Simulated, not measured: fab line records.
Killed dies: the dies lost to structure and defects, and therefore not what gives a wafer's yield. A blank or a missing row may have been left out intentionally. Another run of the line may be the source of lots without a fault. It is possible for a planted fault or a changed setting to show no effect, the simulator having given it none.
Chamber matching / flow n5_finfet / 4 sister chambers for N5_BEOL_M11_ETCH_62 on rie_diel-01
The step etches SOC in N2/H2, target depth 110 nm, overetch 22 nm, time 165 s. 14 wafers are shown with their chamber, then 7 later ones without.

== EACH WAFER AND ITS CHAMBER ==
wafer=L077.2; chamber=2; showerhead_plenum_p_Torr (Torr)=2.60; drypump_motor_current_A (A)=5.75; throttle_valve_pct (%)=18.23
wafer=L077.3; chamber=0; showerhead_plenum_p_Torr (Torr)=2.43; drypump_motor_current_A (A)=5.43; throttle_valve_pct (%)=17.90
wafer=L077.5; chamber=2; showerhead_plenum_p_Torr (Torr)=2.60; drypump_motor_current_A (A)=5.75; throttle_valve_pct (%)=18.23
wafer=L078.2; chamber=0; showerhead_plenum_p_Torr (Torr)=2.43; drypump_motor_current_A (A)=5.43; throttle_valve_pct (%)=17.92
wafer=L078.3; chamber=3; showerhead_plenum_p_Torr (Torr)=2.56; drypump_motor_current_A (A)=5.14; throttle_valve_pct (%)=17.88
wafer=L078.6; chamber=3; showerhead_plenum_p_Torr (Torr)=2.56; drypump_motor_current_A (A)=5.17; throttle_valve_pct (%)=17.88
wafer=L081.3; chamber=2; showerhead_plenum_p_Torr (Torr)=2.60; drypump_motor_current_A (A)=5.77; throttle_valve_pct (%)=17.81
wafer=L081.4; chamber=3; showerhead_plenum_p_Torr (Torr)=2.56; drypump_motor_current_A (A)=5.15; throttle_valve_pct (%)=17.91
wafer=L081.5; chamber=3; showerhead_plenum_p_Torr (Torr)=2.56; drypump_motor_current_A (A)=5.15; throttle_valve_pct (%)=17.88
wafer=L082.1; chamber=2; showerhead_plenum_p_Torr (Torr)=2.59; drypump_motor_current_A (A)=5.77; throttle_valve_pct (%)=17.81
wafer=L082.2; chamber=1; showerhead_plenum_p_Torr (Torr)=2.59; drypump_motor_current_A (A)=5.51; throttle_valve_pct (%)=17.36
wafer=L082.6; chamber=3; showerhead_plenum_p_Torr (Torr)=2.56; drypump_motor_current_A (A)=5.17; throttle_valve_pct (%)=17.91
wafer=L086.1; chamber=0; showerhead_plenum_p_Torr (Torr)=2.42; drypump_motor_current_A (A)=5.41; throttle_valve_pct (%)=17.94
wafer=L086.2; chamber=2; showerhead_plenum_p_Torr (Torr)=2.59; drypump_motor_current_A (A)=5.74; throttle_valve_pct (%)=17.82

SIGNATURES (averages over the wafers above)
reading=showerhead_plenum_p_Torr; chamber 0=2.4267; chamber 1=2.5900; chamber 2=2.5960; chamber 3=2.5600; scatter within a chamber=0.00432
reading=drypump_motor_current_A; chamber 0=5.4233; chamber 1=5.5100; chamber 2=5.7560; chamber 3=5.1560; scatter within a chamber=0.0131
reading=throttle_valve_pct; chamber 0=17.9200; chamber 1=17.3600; chamber 2=17.9800; chamber 3=17.8920; scatter within a chamber=0.145
Rule: a wafer lies at a distance from a chamber equal to the root of the sum of squares, over the readings, of (its reading less the chamber's mean, divided by the reading's scatter). If the next closest chamber is less than 2 further off than the closest, the wafer can't be placed; otherwise it belongs to the closest. How the scatter is found: for the shown wafers, subtract from each reading the mean of its chamber, square and add these, divide the total by (wafers less chambers), then take the root.

== WAFERS WHOSE CHAMBER IS MISSING ==
wafer=L086.4; showerhead_plenum_p_Torr (Torr)=2.56; drypump_motor_current_A (A)=5.16; throttle_valve_pct (%)=17.91
wafer=L092.2; showerhead_plenum_p_Torr (Torr)=2.59; drypump_motor_current_A (A)=5.77; throttle_valve_pct (%)=17.84
wafer=L092.4; showerhead_plenum_p_Torr (Torr)=2.55; drypump_motor_current_A (A)=5.16; throttle_valve_pct (%)=17.92
wafer=L092.6; showerhead_plenum_p_Torr (Torr)=2.41; drypump_motor_current_A (A)=5.43; throttle_valve_pct (%)=17.94
wafer=L096.1; showerhead_plenum_p_Torr (Torr)=2.41; drypump_motor_current_A (A)=5.42; throttle_valve_pct (%)=17.96
wafer=L096.4; showerhead_plenum_p_Torr (Torr)=2.58; drypump_motor_current_A (A)=5.73; throttle_valve_pct (%)=17.87
wafer=L096.6; showerhead_plenum_p_Torr (Torr)=2.58; drypump_motor_current_A (A)=5.73; throttle_valve_pct (%)=17.86

== CHAMBER TAKEN BY EACH ==
wafer=L086.4; from the rows above=3; in truth=3
wafer=L092.2; from the rows above=2; in truth=2
wafer=L092.4; from the rows above=3; in truth=3
wafer=L092.6; from the rows above=0; in truth=0
wafer=L096.1; from the rows above=0; in truth=0
wafer=L096.4; from the rows above=2; in truth=2
wafer=L096.6; from the rows above=2; in truth=2
Correct placement for 7 of the 7. Not placeable from these rows: 0. 0 placed wrongly.
